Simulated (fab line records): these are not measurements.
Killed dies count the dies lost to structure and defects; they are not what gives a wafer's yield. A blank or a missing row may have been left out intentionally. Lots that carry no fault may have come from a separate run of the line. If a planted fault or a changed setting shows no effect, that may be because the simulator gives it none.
A lot that was struck, set against a sound lot | flow n5 finfet | 15 steps out of a route of 1938
Sound: wafers L960.3, L960.4, L960.5. Struck: wafer L967.1 (L967.2, L967.6, from the same lot, were not struck and are left out); the cause is given at the end.
For every step that has rows: the tool of each side, followed by ch and its chambers, followed by its first start. Under that, the readings that differ: sound wafers | struck wafers | difference of the means | sigmas: that difference in standard deviations of wafers without a fault.
alike: readings with means less than 2 such deviations apart, plus words and numbers identical on both sides. not compared: withheld readings, readings lacking a value on some wafer, bounds such as >300 that could conceal the same value, and numbers that have no deviation in the record and whose values overlap.
A row with sigmas, a row that says differs or no value, or rows on one side alone: a step with any of these is where the two part. When numbers do not overlap yet have no deviation, they are printed without sigmas and do not part them. A reading missing from all wafers of one side parts the sides only when that side holds two or more wafers.

N5_BEOL_M6_OVL_MEAS_29:
  sound on overlay-01 ch 0, day 11 01:07; struck on overlay-01 ch 0, day 12 17:04
  alike: V5_OVL
N5_BEOL_M6_INSPECT_30: inspects for defects (brightfield).
  sound: defect inspect-02 at day 11 01:19; struck: defect inspect-02 at day 12 17:07
  alike: raw defect count
then, 1 step without rows for these wafers: N5_BEOL_M6_DESCUM_33 (chemistry O2, time 7 s).
N5_BEOL_M6_ETCH_72: etches underlayer in N2/H2, target depth 6.5 nm, time 5.2 s.
  sound on rie diel-02 ch 1,3, day 11 01:23; struck on rie diel-02 ch 3, day 12 17:14
  alike: drypump motor current A, etch rf on time s, oes product au, rf vpp V, showerhead plenum p Torr, throttle valve pct
  not compared: rf hours counter h
N5_BEOL_M6_ETCH_65: etches SiARC in CF4, target depth 15.6 nm, time 26 s.
  sound on rie diel-02 ch 1,3, day 11 01:24; struck on rie diel-02 ch 3, day 12 17:15
  alike: drypump motor current A, etch rf on time s, oes product au, rf vpp V, showerhead plenum p Torr, throttle valve pct
  not compared: rf hours counter h
N5_BEOL_M6_ETCH_66: etches SOC in N2/H2, target depth 80 nm, overetch 16 nm, time 120 s.
  sound on rie diel-02 ch 1,3, day 11 01:26; struck on rie diel-02 ch 3, day 12 17:17
  alike: drypump motor current A, oes product au, rf vpp V, run length s, showerhead plenum p Torr, throttle valve pct
  not compared: rf hours counter h
then, 4 steps without rows for these wafers: N5_BEOL_M6_STRIP_69 (strips in N2/H2); N5_BEOL_M6_STRIP_73 (strips in N2/H2); N5_BEOL_M6_VIA_ETCH_34 (etches SiCOH lowk in C4F6/O2, target depth 126.3 nm, time 50.9 s); N5_BEOL_M6_STRIP_76 (strips in C4F6/O2).
N5_BEOL_M6_STRIP_36: strips in N2/H2.
  sound on rie diel-02 ch 1,3, day 11 01:35; struck on rie diel-02 ch 3, day 12 17:26
  reading      | sound          | struck | difference | sigmas
  rf vpp V (V) | 58.9 59.0 62.5 | 56.4   | -3.7       | -2
  alike: drypump motor current A, oes product au, showerhead plenum p Torr, throttle valve pct
  not compared: rf hours counter h
then, 1 step without rows for these wafers: N5_BEOL_M6_TRENCH_ETCH_37 (etches SiCOH lowk in C4F6/O2, target depth 94.435 nm, time 31.5 s).
N5_BEOL_M6_ETCH_41: etches SiCN in CH3F/O2, target depth 29.7 nm, time 52 s.
  sound on rie diel-02 ch 1,3, day 11 01:40; struck on rie diel-02 ch 3, day 12 17:30
  reading                  | sound             | struck | difference | sigmas
  run length s (s)         | 75.7 75.4 75.4    | 78.6   | +3.1       | +7
  model.etch.depth nm (nm) | 19.49 19.65 19.47 | 21.05  | +1.51      |
  alike: drypump motor current A, oes product au, rf vpp V, showerhead plenum p Torr, throttle valve pct
  not compared: rf hours counter h
N5_BEOL_M6_STRIP_80: strips in N2/H2, time 10 s.
  sound on rie diel-02 ch 1,3; struck on rie diel-02 ch 3
  alike: drypump motor current A, oes product au, rf vpp V, showerhead plenum p Torr, throttle valve pct
  not compared: rf hours counter h
after that, 1 step had no rows for these wafers: N5_PASSIVATION_PROBE_49.

## WHERE THEY PART
First at N5_BEOL_M6_STRIP_36; last, within this record, at N5_BEOL_M6_ETCH_41. Later steps at which nothing parts them and some readings are alike: N5_BEOL_M6_STRIP_80.

WHY: whatever the simulator had introduced
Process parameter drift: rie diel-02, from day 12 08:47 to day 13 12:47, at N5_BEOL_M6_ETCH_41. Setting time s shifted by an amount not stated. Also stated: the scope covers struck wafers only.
